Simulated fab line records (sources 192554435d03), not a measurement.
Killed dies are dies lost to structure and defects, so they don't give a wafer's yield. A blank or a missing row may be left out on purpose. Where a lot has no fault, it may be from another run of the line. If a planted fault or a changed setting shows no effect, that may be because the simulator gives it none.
Chamber matching :: flow n5 finfet :: 3 sister chambers for N5_BEOL_M15_VIA_ETCH_16 on rie diel-06
The step etches SiO2 in C4F8/O2/Ar, target depth 1792.2 nm. 6 wafers are shown with their chamber, then 5 later ones without.

== WAFERS WITH THEIR CHAMBER ==
wafer: L904.2
chamber: 2
showerhead plenum p Torr (Torr): 3.44
rf vpp V (V): 2219

wafer: L906.2
chamber: 3
showerhead plenum p Torr (Torr): 3.36
rf vpp V (V): 2209

wafer: L906.3
chamber: 1
showerhead plenum p Torr (Torr): 3.64
rf vpp V (V): 2236

wafer: L906.4
chamber: 2
showerhead plenum p Torr (Torr): 3.44
rf vpp V (V): 2220

wafer: L912.2
chamber: 1
showerhead plenum p Torr (Torr): 3.63
rf vpp V (V): 2235

wafer: L912.3
chamber: 3
showerhead plenum p Torr (Torr): 3.35
rf vpp V (V): 2208

== WAFERS WHOSE CHAMBER IS MISSING ==
wafer: L912.4
showerhead plenum p Torr (Torr): 3.35
rf vpp V (V): 2207

wafer: L914.2
showerhead plenum p Torr (Torr): 3.63
rf vpp V (V): 2235

wafer: L914.6
showerhead plenum p Torr (Torr): 3.63
rf vpp V (V): 2236

wafer: L916.1
showerhead plenum p Torr (Torr): 3.34
rf vpp V (V): 2206

wafer: L916.2
showerhead plenum p Torr (Torr): 3.62
rf vpp V (V): 2235

== WHICH CHAMBER EACH ONE RAN IN ==
wafer: L912.4
from the rows above: 3
in truth: 3

wafer: L914.2
from the rows above: 1
in truth: 1

wafer: L914.6
from the rows above: 1
in truth: 1

wafer: L916.1
from the rows above: 3
in truth: 3

wafer: L916.2
from the rows above: 1
in truth: 1
Correct placement for 5 of the 5. Number that these rows cannot place: 0. 0 placed wrongly.
How it was worked out, from the rows above alone: a wafer's distance from a chamber is the root of the sum, over the readings, of the square of ((its reading less the chamber's mean) divided by the reading's scatter). If the next closest chamber is less than 2 further off than the closest, the wafer can't be placed; otherwise it belongs to the closest. A chamber's mean is the mean of its shown wafers. The scatter is the square root of a quotient: the sum, over the shown wafers, of each reading's squared deviation from its chamber's mean, divided by wafers minus chambers.
